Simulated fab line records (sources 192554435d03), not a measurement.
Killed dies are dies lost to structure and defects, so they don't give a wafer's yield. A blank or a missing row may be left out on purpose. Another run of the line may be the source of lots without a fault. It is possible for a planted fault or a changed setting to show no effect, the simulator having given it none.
fab line records	flow n5_finfet
record lots=7	wafers=21
route steps=1938 shown BEOL_M5@1154 BEOL_M7@1266 BEOL_M8@1370 BEOL_M9@1411
start_h: hours from the record's opening day to when the first of the lot's shown wafers began	wait_h: hours from the lot's prior step to this one	" repeats the value in the row above	L1.1+2: a row that stands for several wafers	- no value, or no start was given	* or withheld: withheld	< > ~ a bound
route shown NAME@n: a module of which the file shows steps, and the number in the route of the first	usual: mean/standard deviation taken from wafers without a fault	same: alike in all rows	chamber/n: place in a boat	sites: each site's reading	_std_site: standard deviation of those values	_edge_site: the outer-site mean with the inner-site mean subtracted	radius_mm: how far each site lies from the wafer's centre	mask NAME#n: copy n	behind: tool/chamber where the wafer was last shaped	hold: what put the lot on hold/how long, in hours/how the hold closed	device: whichever transistor did not switch (one of n, p or np)	end of line: at the end of the route, the tests of the same wafers	a step without rows: its recipe alone	killed: count of dies lost to structure and defects at first sort (not the wafer's yield)	map: a wafer's dies, marking killed ones x, the rest . and places with no die _
set.NAME: the setting the step ran with; set.NAME@STEP: the setting that earlier step ran with	model.NAME: the simulator's own value behind a step, which no gauge read
one table per step and one row per wafer, for lots whose settings were changed on purpose
## steps
# step N5_BEOL_M5_ETCH_68
# recipe chemistry=N2/H2	target=SOC	target_depth_a=800	overetch_a=160	mask_material=SiARC	temp_c=40	time_s=120	ion_energy_ev=200	pressure_mtorr=30	source_w=840	bias_w=150	n2_flow_sccm=200	h2_flow_sccm=200
# usual rf_vpp_V=525.4/2.6
lot.wafer	tool	chamber	start_h	wait_h	set.bias_w	rf_vpp_V	model.SiARC_of_BEOL_M5_COAT_66.thk_nm
L078.1	rie_diel-04	0	210.57	0.0	150	525.3	6.2
L078.3	"	2	"	"	167.5	563.5	5.2
L078.5	"	2	"	"	167.5	562.2	5.2
L079.3	rie_diel-06	0	210.65	0.0	150	521.2	6.4
L079.4	"	3	"	"	150	526.3	6.2
L079.6	"	2	"	"	150	528.1	6.4
L081.3	rie_diel-06	0	225.89	0.0	150	520.8	6.4
L081.4	"	2	"	"	150	528.4	6.4
L081.6	"	0	"	"	130.8	477.2	7.2
L085.1	rie_diel-02	3	244.72	0.0	150	525.6	6.4
L085.2	"	0	"	"	150	527.5	6.4
L085.3	"	2	"	"	150	526.4	6.2
L089.1	rie_diel-02	0	261.69	0.0	150	528.5	6.4
L089.3	"	3	"	"	159.7	546.9	6
L089.4	"	1	"	"	150	527.0	6.4
L092.2	rie_diel-06	1	284.27	0.0	159.9	543.6	6
L092.3	"	3	"	"	159.9	547.5	5.8
L092.5	"	0	"	"	159.9	540.3	6
L093.1	rie_diel-02	1	285.28	0.0	176.3	584.3	5.2
L093.4	"	0	"	"	150	528.5	6.4
L093.6	"	1	"	"	176.3	586.4	5.2
# step N5_BEOL_M5_ETCH_41
# recipe chemistry=CH3F/O2	target=SiCN	target_depth_a=315	taper_deg=2	time_s=56.7	ion_energy_ev=120	mask_material=TiN	pressure_mtorr=30	source_w=395	bias_w=75	Ar_flow_sccm=150	CH3F_flow_sccm=30	O2_flow_sccm=20
# usual rf_vpp_V=298.2/1.7
lot.wafer	tool	chamber	start_h	wait_h	set.source_w	rf_vpp_V	model.etch.depth_nm
L078.1	rie_diel-04	0	-	-	358.2	308.5	21.5
L078.3	"	2	"	"	395	298.6	22.57
L078.5	"	2	"	"	395	297.5	22.18
L079.3	rie_diel-06	0	-	-	395	297.0	21.67
L079.4	"	3	"	"	395	299.6	21.49
L079.6	"	2	"	"	395	300.1	21.94
L081.3	rie_diel-06	0	-	-	342.1	311.3	20.46
L081.4	"	2	"	"	395	300.2	21.6
L081.6	"	0	"	"	395	294.6	21.51
L085.1	rie_diel-02	3	-	-	341.6	313.9	20.2
L085.2	"	0	"	"	341.6	315.1	20.65
L085.3	"	2	"	"	341.6	311.4	20.23
L089.1	rie_diel-02	0	-	-	395	299.4	21.73
L089.3	"	3	"	"	395	298.6	21.38
L089.4	"	1	"	"	344.9	314.3	20.2
L092.2	rie_diel-06	1	-	-	395	294.7	21.89
L092.3	"	3	"	"	395	298.3	21.12
L092.5	"	0	"	"	395	295.8	21.35
L093.1	rie_diel-02	1	-	-	395	301.1	21.29
L093.4	"	0	"	"	425.2	292.7	22.4
L093.6	"	1	"	"	395	299.9	21.42
# step N5_BEOL_M7_PECVD_70
# recipe material=SiO2	target_thk_a=200	temp_c=400	precursor=TEOS/O2	pressure_torr=5.5	rf_w=450	teos_flow_sccm=53.8	gas=O2	flow_sccm=3000	time_s=22.7
lot.wafer	tool	chamber	start_h	wait_h	set.temp_c	model.SiO2_of_BEOL_M7_PECVD_70.thk_nm
L079.3	pecvd-02	1	227.68	0.0	400	20.2
L079.4	"	2	"	"	400	20
L079.6	"	1	"	"	400	20.6
L078.1	pecvd-01	1	228.21	0.0	400	19.8
L078.3+5	"	2,1	"	"	400	20
L081.3	pecvd-01	1	244.78	0.0	400	20
L081.4	"	2	"	"	400	20.2
L081.6	"	0	"	"	383.4	22.4
L085.1	pecvd-04	2	265.43	0.1	386.1	22.2
L085.2	"	0	"	"	400	20.2
L085.3	"	1	"	"	386.1	22.6
L089.1	pecvd-02	1	278.29	0.0	393.1	21.2
L089.3	"	2	"	"	393.1	20.8
L089.4	"	2	"	"	400	20.4
L092.2+5	pecvd-02	1	299.34	0.0	400	20.2
L092.3	"	2	"	"	400	19.6
L093.1	pecvd-04	2	301.37	0.0	391.3	21.2
L093.4	"	0	"	"	400	20.8
L093.6	"	2	"	"	400	20.4
# step N5_BEOL_M7_TRENCH_ETCH_37
# recipe chemistry=C4F6/O2	target_depth_a=934.78	target=SiCOH_lowk	time_s=31.2	ion_energy_ev=250	pressure_mtorr=30	source_w=345	bias_w=185	Ar_flow_sccm=300	C4F6_flow_sccm=10	O2_flow_sccm=10
lot.wafer	tool	chamber	start_h	wait_h	set.source_w	model.etch.depth_nm	model.BEOL_M7.feature_depth_nm
L078.1	rie_diel-06	2	-	-	373.3	96.64	96.6
L078.3	"	0	"	"	373.3	95.9	96
L078.5	"	0	"	"	345	92.93	93
L079.3	rie_diel-06	3	-	-	345	92.94	93
L079.4	"	0	"	"	345	93.59	93.6
L079.6	"	1	"	"	345	96.32	96.4
L081.3	rie_diel-04	3	-	-	307	87.74	87.8
L081.4	"	2	"	"	345	95.37	95.4
L081.6	"	0	"	"	307	89.8	89.8
L085.1	rie_diel-06	1	-	-	345	94.25	94.2
L085.2	"	2	"	"	374.2	96.74	96.8
L085.3	"	3	"	"	374.2	94.02	94
L089.1	rie_diel-02	1	-	-	345	92.13	92.2
L089.3	"	0	"	"	367.6	96.48	96.4
L089.4	"	2	"	"	367.6	93.86	93.8
L092.2	rie_diel-06	1	-	-	396.3	102	102
L092.3	"	2	"	"	345	95.01	95
L092.5	"	2	"	"	396.3	100.9	100.8
L093.1	rie_diel-06	1	-	-	291.4	89.25	89.2
L093.4	"	2	"	"	345	94.3	94.2
L093.6	"	0	"	"	291.4	86.79	86.8
# step N5_BEOL_M7_ETCH_41
# recipe chemistry=CH3F/O2	target=SiCN	target_depth_a=319	taper_deg=2	time_s=57.8	ion_energy_ev=120	mask_material=TiN	pressure_mtorr=30	source_w=395	bias_w=75	Ar_flow_sccm=150	CH3F_flow_sccm=30	O2_flow_sccm=20
# step N5_BEOL_M7_STRIP_80
# recipe chemistry=N2/H2	time_s=10	power_w=450	temp_c=40	pressure_mtorr=20	rf_frequency_hz=6e+07	bias_power_w=7	n2_flow_sccm=200	h2_flow_sccm=200
# step N5_BEOL_M7_OCD_MEAS_38
# usual trench_depth_nm=93.8/1.7
lot.wafer	tool	chamber	start_h	wait_h	set.source_w@BEOL_M7_TRENCH_ETCH_37	trench_depth_nm
L078.1	ocd-01	-	232.70	-	373.3	97.1
L078.3	"	-	"	"	373.3	95.9
L078.5	"	-	"	"	345	93.1
L079.3	ocd-01	-	233.10	-	345	93.2
L079.4	"	-	"	"	345	93.4
L079.6	"	-	"	"	345	96.6
L081.3	ocd-01	-	250.55	-	307	87.4
L081.4	"	-	"	"	345	95.3
L081.6	"	-	"	"	307	89.8
L085.1	ocd-01	-	270.48	-	345	94.0
L085.2	"	-	"	"	374.2	96.7
L085.3	"	-	"	"	374.2	94.2
L089.1	ocd-02	-	282.86	-	345	91.6
L089.3	"	-	"	"	367.6	96.8
L089.4	"	-	"	"	367.6	93.4
L092.2	ocd-01	-	301.60	-	396.3	101.9
L092.3	"	-	"	"	345	94.7
L092.5	"	-	"	"	396.3	100.6
L093.1	ocd-01	-	303.46	-	291.4	88.8
L093.4	"	-	"	"	345	93.9
L093.6	"	-	"	"	291.4	87.2
# step N5_BEOL_M7_HM_STRIP_39
# recipe chemistry=peroxide_tin_strip	material=TiN	target_depth_a=250	temp_c=50	time_s=158
lot.wafer	tool	chamber	start_h	wait_h	set.temp_c@BEOL_M7_PECVD_70	model.SiO2_of_BEOL_M7_PECVD_70.thk_nm
L078.1	wet_bench-03	3	232.73	0.0	400	19.6
L078.3	"	4	"	"	400	19.8
L078.5	"	0	"	"	400	20
L079.3	wet_bench-02	1	233.13	0.0	400	20
L079.4	"	6	"	"	400	19.8
L079.6	"	4	"	"	400	20.4
L081.3	wet_bench-03	2	250.58	0.0	400	19.8
L081.4	"	1	"	"	400	20
L081.6	"	7	"	"	383.4	22.2
L085.1	wet_bench-02	3	270.51	0.0	386.1	22
L085.2	"	5	"	"	400	20.2
L085.3	"	2	"	"	386.1	22.4
L089.1	wet_bench-06	1	282.90	0.0	393.1	21
L089.3	"	7	"	"	393.1	20.6
L089.4	"	3	"	"	400	20.2
L092.2+5	wet_bench-03	5,3	301.63	0.0	400	20
L092.3	"	4	"	"	400	19.4
L093.1	wet_bench-02	2	303.49	0.0	391.3	21
L093.4	"	3	"	"	400	20.6
L093.6	"	7	"	"	400	20.2
# step N5_BEOL_M8_ETCH_65
# recipe chemistry=CF4	target=SiARC	target_depth_a=156	mask_material=CAR-EUV	time_s=26	ion_energy_ev=80	pressure_mtorr=40	source_w=545	bias_w=36	Ar_flow_sccm=100	cf4_flow_sccm=100	ends=cleared
# usual etch_rf_on_time_s=26.1/0.77	rf_vpp_V=184.1/1.1
lot.wafer	tool	chamber	start_h	wait_h	set.source_w	etch_rf_on_time_s	rf_vpp_V
L079.3	rie_diel-03	1	240.36	0.0	545	26.5	184.3
L079.4	"	0	"	"	545	26.9	184.5
L079.6	"	2	"	"	545	26.7	185.3
L078.1	rie_diel-01	0	240.41	0.0	545	26.0	182.1
L078.3	"	2	"	"	545	24.9	182.9
L078.5	"	0	"	"	470	30.0	193.9
L081.3	rie_diel-03	1	261.60	0.0	545	25.9	186.2
L081.4	"	0	"	"	545	26.6	184.7
L081.6	"	1	"	"	545	25.9	183.3
L085.1	rie_diel-01	2	278.57	0.0	473.5	28.3	193.5
L085.2	"	1	"	"	473.5	30.1	191.2
L085.3	"	0	"	"	545	26.2	183.1
L089.1	rie_diel-01	1	294.04	0.0	545	26.5	184.5
L089.3	"	2	"	"	599.8	22.7	176.7
L089.4	"	0	"	"	599.8	23.8	177.5
L092.2	rie_diel-03	3	308.93	0.0	545	25.7	183.4
L092.3	"	2	"	"	493.4	29.2	190.8
L092.5	"	1	"	"	545	26.6	184.0
L093.1	rie_diel-03	3	312.40	0.0	545	25.6	182.7
L093.4	"	1	"	"	447.2	31.3	196.6
L093.6	"	3	"	"	447.2	30.6	195.1
# step N5_BEOL_M8_TRENCH_ETCH_37
# recipe chemistry=C4F6/O2	target_depth_a=934.78	target=SiCOH_lowk	time_s=31.2	ion_energy_ev=250	pressure_mtorr=30	source_w=345	bias_w=185	Ar_flow_sccm=300	C4F6_flow_sccm=10	O2_flow_sccm=10
# usual rf_vpp_V=668/16
lot.wafer	tool	chamber	start_h	wait_h	set.bias_w	rf_vpp_V
L079.3	rie_diel-03	1	-	-	185	676
L079.4	"	0	"	"	185	678
L079.6	"	2	"	"	185	667
L078.1	rie_diel-01	0	-	-	194.5	682
L078.3	"	2	"	"	185	653
L078.5	"	0	"	"	194.5	681
L081.3	rie_diel-03	1	-	-	185	675
L081.4	"	0	"	"	185	676
L081.6	"	1	"	"	185	675
L085.1	rie_diel-01	2	-	-	185	653
L085.2	"	1	"	"	185	674
L085.3	"	0	"	"	185	654
L089.1	rie_diel-01	1	-	-	185	672
L089.3	"	2	"	"	185	655
L089.4	"	0	"	"	185	654
L092.2	rie_diel-03	3	-	-	185	640
L092.3	"	2	"	"	185	665
L092.5	"	1	"	"	213.1	755
L093.1	rie_diel-03	3	-	-	185	640
L093.4	"	1	"	"	185	676
L093.6	"	3	"	"	185	641
# step N5_BEOL_M9_EXPOSE_08
# recipe mask_id=M9	na=1.35	source_shape=dipole	sigma_inner=0.411	sigma_outer=0.611	polarization=te	dose_mj=53.75
lot.wafer	tool	chamber	start_h	wait_h	mask	set.dose_mj
L079.3+4+6	arfi_scanner-01	0	245.45	-	M9#0	53.75
L078.1+3	arfi_scanner-01	0	245.47	-	M9#0	53.75
L078.5	"	0	"	"	M9#0	52.22
L081.3	arfi_scanner-03	0	266.15	-	M9#0	56.78
L081.4+6	"	0	"	"	M9#0	53.75
L085.1+2+3	arfi_scanner-02	0	284.85	-	M9#0	53.75
L089.1+4	arfi_scanner-01	0	299.00	-	M9#0	57.49
L089.3	"	0	"	"	M9#0	53.75
L092.2+3	arfi_scanner-01	0	314.12	-	M9#0	53.75
L092.5	"	0	"	"	M9#0	51.18
L093.1+4	arfi_scanner-03	0	317.15	-	M9#0	53.75
L093.6	"	0	"	"	M9#0	57.23
# step N5_BEOL_M9_PEB_09
# recipe peb_temp_c=withheld	peb_time_s=60	resist=CAR-ArF
# step N5_BEOL_M9_DEVELOP_10
# recipe develop_time_s=30	developer=TMAH	resist=CAR-ArF	rinse_liquid=diw	dry=air_spin	dev_temp_c=23
# step N5_BEOL_M9_CD_MEAS_11
# recipe target_cd_nm=64.1	landing_energy_ev=500	detector=se_inlens	polarity=opening
# usual cd_nm=63.9/0.57
lot.wafer	tool	chamber	start_h	wait_h	set.dose_mj@BEOL_M9_EXPOSE_08	cd_nm
L079.3	cd_sem-01	0	245.56	-	53.75	65.0
L079.4	"	0	"	"	53.75	64.8
L079.6	"	0	"	"	53.75	64.7
L078.1	cd_sem-03	0	245.60	-	53.75	63.1
L078.3	"	0	"	"	53.75	64.1
L078.5	"	0	"	"	52.22	61.7
L081.3	cd_sem-01	0	266.27	-	56.78	67.7
L081.4	"	0	"	"	53.75	64.1
L081.6	"	0	"	"	53.75	64.3
L085.1	cd_sem-03	0	284.97	-	53.75	64.4
L085.2	"	0	"	"	53.75	64.2
L085.3	"	0	"	"	53.75	64.3
L089.1	cd_sem-03	0	299.13	-	57.49	67.4
L089.3	"	0	"	"	53.75	64.5
L089.4	"	0	"	"	57.49	68.2
L092.2	cd_sem-03	0	314.24	-	53.75	64.5
L092.3	"	0	"	"	53.75	64.4
L092.5	"	0	"	"	51.18	61.5
L093.1	cd_sem-01	0	317.28	-	53.75	64.6
L093.4	"	0	"	"	53.75	64.4
L093.6	"	0	"	"	57.23	67.1
# step N5_BEOL_M9_DESCUM_16
# recipe chemistry=O2	time_s=7.9	source_power_w=50	bias_power_w=20	pressure_mtorr=20	rf_frequency_hz=2.712e+07	temp_c=40	resist=CAR-ArF	o2_flow_sccm=225
# step N5_BEOL_M9_ETCH_61
# recipe chemistry=CF4	target=SiARC	target_depth_a=390	mask_material=CAR-ArF	time_s=65	ion_energy_ev=80	pressure_mtorr=40	source_w=545	bias_w=36	Ar_flow_sccm=100	cf4_flow_sccm=100	ends=cleared
lot.wafer	tool	chamber	start_h	wait_h	set.dose_mj@BEOL_M9_EXPOSE_08	model.BEOL_M9.cd_offset_nm
L079.3+4	rie_diel-04	1,3	245.93	0.0	53.75	0.8
L079.6	"	1	"	"	53.75	0.4
L078.1	rie_diel-06	2	245.97	0.0	53.75	-0.6
L078.3	"	0	"	"	53.75	-0.2
L078.5	"	1	"	"	52.22	-2.4
L081.3	rie_diel-04	3	266.39	0.0	56.78	3
L081.4	"	1	"	"	53.75	-0.2
L081.6	"	3	"	"	53.75	0
L085.1+3	rie_diel-04	2,3	285.10	0.0	53.75	0
L085.2	"	1	"	"	53.75	-0.2
L089.1	rie_diel-04	1	299.31	0.0	57.49	3.2
L089.3	"	3	"	"	53.75	0.2
L089.4	"	2	"	"	57.49	3.8
L092.2	rie_diel-04	2	314.37	0.0	53.75	0.4
L092.3	"	0	"	"	53.75	0.6
L092.5	"	0	"	"	51.18	-2.8
L093.1	rie_diel-06	2	317.63	0.0	53.75	0.6
L093.4	"	1	"	"	53.75	0.2
L093.6	"	3	"	"	57.23	3.2
# step N5_BEOL_M9_ETCH_62
# recipe chemistry=N2/H2	target=SOC	target_depth_a=1100	overetch_a=220	mask_material=SiARC	temp_c=40	time_s=165	ion_energy_ev=200	pressure_mtorr=30	source_w=840	bias_w=150	n2_flow_sccm=200	h2_flow_sccm=200
lot.wafer	tool	chamber	start_h	wait_h	set.dose_mj@BEOL_M9_EXPOSE_08	model.BEOL_M9.cd_offset_nm
L079.3	rie_diel-04	1	245.98	0.0	53.75	1
L079.4+6	"	3,1	"	"	53.75	0.6
L078.1+3	rie_diel-06	2,0	246.02	0.0	53.75	-0.4
L078.5	"	1	"	"	52.22	-2.2
L081.3	rie_diel-04	3	266.44	0.0	56.78	2.4
L081.4	"	1	"	"	53.75	0.2
L081.6	"	3	"	"	53.75	-0.6
L085.1	rie_diel-04	2	285.15	0.0	53.75	0.4
L085.2	"	1	"	"	53.75	0.2
L085.3	"	3	"	"	53.75	-0.4
L089.1	rie_diel-04	1	299.36	0.0	57.49	3.6
L089.3	"	3	"	"	53.75	-0.2
L089.4	"	2	"	"	57.49	4
L092.2	rie_diel-04	2	314.42	0.0	53.75	0.8
L092.3	"	0	"	"	53.75	1
L092.5	"	0	"	"	51.18	-2.6
L093.1	rie_diel-06	2	317.68	0.0	53.75	0.8
L093.4	"	1	"	"	53.75	0.4
L093.6	"	3	"	"	57.23	3.2
# step N5_BEOL_M9_STRIP_68
# recipe chemistry=N2/H2	temp_c=40	n2_flow_sccm=200	h2_flow_sccm=200	rf_frequency_hz=6e+07
# step N5_BEOL_M9_STRIP_67
# recipe chemistry=CF4	resist=SiARC	power_w=300	bias_power_w=75	pressure_mtorr=50	cf4_flow_sccm=150	rf_frequency_hz=6e+07
# step N5_BEOL_M9_HM_OPEN_17
# recipe chemistry=Cl2/BCl3	target_depth_a=200	overetch_a=60	target=TiN	mask_material=SOC	ion_energy_ev=150	pressure_mtorr=10	icp_w=1000	bias_w=126	Cl2_flow_sccm=53.25	bcl3_flow_sccm=21.75	Ar_flow_sccm=25
lot.wafer	tool	chamber	start_h	wait_h	set.dose_mj@BEOL_M9_EXPOSE_08	model.BEOL_M9.cd_offset_nm
L079.3	rie_metal-01	1	246.19	0.1	53.75	0.8
L079.4	"	0	"	"	53.75	0.4
L079.6	"	0	"	"	53.75	0.2
L078.1	rie_metal-03	1	246.21	0.0	53.75	-0.4
L078.3	"	0	"	"	53.75	-0.2
L078.5	"	0	"	"	52.22	-2
L081.3	rie_metal-02	1	266.66	0.1	56.78	2.4
L081.4	"	0	"	"	53.75	0
L081.6	"	1	"	"	53.75	-0.6
L085.1+2	rie_metal-02	0,1	285.33	0.0	53.75	0.2
L085.3	"	0	"	"	53.75	-0.6
L089.1	rie_metal-03	1	299.54	0.0	57.49	3.4
L089.3	"	1	"	"	53.75	-0.4
L089.4	"	0	"	"	57.49	4.2
L092.2	rie_metal-01	1	314.60	0.0	53.75	0.8
L092.3	"	1	"	"	53.75	1.2
L092.5	"	0	"	"	51.18	-2.4
L093.1	rie_metal-03	1	317.86	0.0	53.75	0.8
L093.4	"	0	"	"	53.75	0.4
L093.6	"	0	"	"	57.23	3.4
# step N5_BEOL_M9_STRIP_19
# recipe chemistry=O2	power_w=400	temp_c=40	pressure_mtorr=30	rf_frequency_hz=6e+07	bias_power_w=0	overash_fraction=0.2	o2_flow_sccm=225
# step N5_BEOL_M9_CD_MEAS_18
# recipe pitch_nm=140	target_cd_nm=70
# usual cd_nm=69.8/0.59
lot.wafer	tool	chamber	start_h	wait_h	set.dose_mj@BEOL_M9_EXPOSE_08	cd_nm
L079.3	cd_sem-01	-	246.36	0.1	53.75	71.0
L079.4	"	-	"	"	53.75	70.3
L079.6	"	-	"	"	53.75	70.1
L078.1	cd_sem-02	-	246.40	0.1	53.75	69.7
L078.3	"	-	"	"	53.75	70.0
L078.5	"	-	"	"	52.22	67.8
L081.3	cd_sem-03	-	266.84	0.1	56.78	72.3
L081.4	"	-	"	"	53.75	69.7
L081.6	"	-	"	"	53.75	69.1
L085.1	cd_sem-03	-	285.51	0.0	53.75	70.5
L085.2	"	-	"	"	53.75	70.0
L085.3	"	-	"	"	53.75	69.7
L089.1	cd_sem-02	-	299.85	0.0	57.49	73.3
L089.3	"	-	"	"	53.75	69.8
L089.4	"	-	"	"	57.49	74.1
L092.2	cd_sem-01	-	314.87	0.1	53.75	71.0
L092.3	"	-	"	"	53.75	71.3
L092.5	"	-	"	"	51.18	67.3
L093.1	cd_sem-02	-	318.17	0.1	53.75	71.1
L093.4	"	-	"	"	53.75	70.3
L093.6	"	-	"	"	57.23	73.5
# step N5_BEOL_M9_COAT_63
# recipe resist=SOC	temp_c=250	time_s=60	spin_rpm=1500	resist_thk_nm=60
# step N5_BEOL_M9_COAT_64
# recipe resist=SiARC	temp_c=220	time_s=60	spin_rpm=1500	resist_thk_nm=12
# step N5_BEOL_M9_PRECLEAN_42
# recipe chemistry=residue_remover	time_s=60	temp_c=40
# step N5_BEOL_M9_SRD_43
# recipe time_s=30	temp_c=23	rinse_liquid=diw	dry=ipa_marangoni
# step N5_BEOL_M9_CD_MEAS_35
# recipe target_cd_nm=70	target_cd_y_nm=40	polarity=opening
# usual cd_nm=69.9/0.63
lot.wafer	tool	chamber	start_h	wait_h	set.dose_mj@BEOL_M9_EXPOSE_08	cd_nm
L078.1	cd_sem-02	-	250.30	0.0	53.75	69.6
L078.3	"	-	"	"	53.75	70.5
L078.5	"	-	"	"	52.22	68.3
L079.3	cd_sem-03	-	250.47	0.0	53.75	70.4
L079.4	"	-	"	"	53.75	70.3
L079.6	"	-	"	"	53.75	70.1
L081.3	cd_sem-03	-	267.87	0.0	56.78	72.2
L081.4	"	-	"	"	53.75	70.0
L081.6	"	-	"	"	53.75	69.6
L085.1	cd_sem-01	-	290.38	0.0	53.75	70.7
L085.2	"	-	"	"	53.75	70.0
L085.3	"	-	"	"	53.75	69.7
L089.1	cd_sem-01	-	301.43	0.0	57.49	73.5
L089.3	"	-	"	"	53.75	69.4
L089.4	"	-	"	"	57.49	74.2
L092.2	cd_sem-03	-	316.76	0.0	53.75	70.8
L092.3	"	-	"	"	53.75	71.2
L092.5	"	-	"	"	51.18	67.3
L093.1	cd_sem-03	-	319.22	0.0	53.75	71.1
L093.4	"	-	"	"	53.75	70.7
L093.6	"	-	"	"	57.23	73.3
## key
split step=N5_BEOL_M5_ETCH_68	setting=bias_w	stated=150	by=wafer
response step=N5_BEOL_M5_ETCH_68	reading=rf_vpp_V	change=+3.34	per=1%	r=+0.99
response step=N5_BEOL_M5_ETCH_68	reading=model.SiARC_of_BEOL_M5_COAT_66.thk_nm	change=-0.0701	per=1%	r=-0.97
split step=N5_BEOL_M5_ETCH_41	setting=source_w	stated=395	by=wafer
response step=N5_BEOL_M5_ETCH_41	reading=rf_vpp_V	change=-1.11	per=1%	r=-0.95
response step=N5_BEOL_M5_ETCH_41	reading=model.etch.depth_nm	change=+0.0989	per=1%	r=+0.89
split step=N5_BEOL_M7_PECVD_70	setting=temp_c	stated=400	by=wafer
response step=N5_BEOL_M7_PECVD_70	reading=model.SiO2_of_BEOL_M7_PECVD_70.thk_nm	change=-0.528	per=1%	r=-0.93
response step=N5_BEOL_M7_HM_STRIP_39	reading=model.SiO2_of_BEOL_M7_PECVD_70.thk_nm	change=-0.509	per=1%	r=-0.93
split step=N5_BEOL_M7_TRENCH_ETCH_37	setting=source_w	stated=345	by=wafer
response step=N5_BEOL_M7_TRENCH_ETCH_37	reading=model.etch.depth_nm	change=+0.421	per=1%	r=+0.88
response step=N5_BEOL_M7_TRENCH_ETCH_37	reading=model.BEOL_M7.feature_depth_nm	change=+0.418	per=1%	r=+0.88
response step=N5_BEOL_M7_OCD_MEAS_38	reading=trench_depth_nm	change=+0.425	per=1%	r=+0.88
split step=N5_BEOL_M8_ETCH_65	setting=source_w	stated=545	by=wafer
response step=N5_BEOL_M8_ETCH_65	reading=etch_rf_on_time_s	change=*	per=1%	r=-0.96
response step=N5_BEOL_M8_ETCH_65	reading=rf_vpp_V	change=-0.751	per=1%	r=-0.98
split step=N5_BEOL_M8_TRENCH_ETCH_37	setting=bias_w	stated=185	by=wafer
response step=N5_BEOL_M8_TRENCH_ETCH_37	reading=rf_vpp_V	change=+6.63	per=1%	r=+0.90
split step=N5_BEOL_M9_EXPOSE_08	setting=dose_mj	stated=53.75	by=wafer
response step=N5_BEOL_M9_CD_MEAS_11	reading=cd_nm	change=+0.516	per=1%	r=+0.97
response step=N5_BEOL_M9_ETCH_61	reading=model.BEOL_M9.cd_offset_nm	change=+0.523	per=1%	r=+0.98
response step=N5_BEOL_M9_ETCH_62	reading=model.BEOL_M9.cd_offset_nm	change=+0.53	per=1%	r=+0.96
response step=N5_BEOL_M9_HM_OPEN_17	reading=model.BEOL_M9.cd_offset_nm	change=+0.547	per=1%	r=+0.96
response step=N5_BEOL_M9_CD_MEAS_18	reading=cd_nm	change=+0.558	per=1%	r=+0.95
response step=N5_BEOL_M9_CD_MEAS_35	reading=cd_nm	change=+0.539	per=1%	r=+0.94
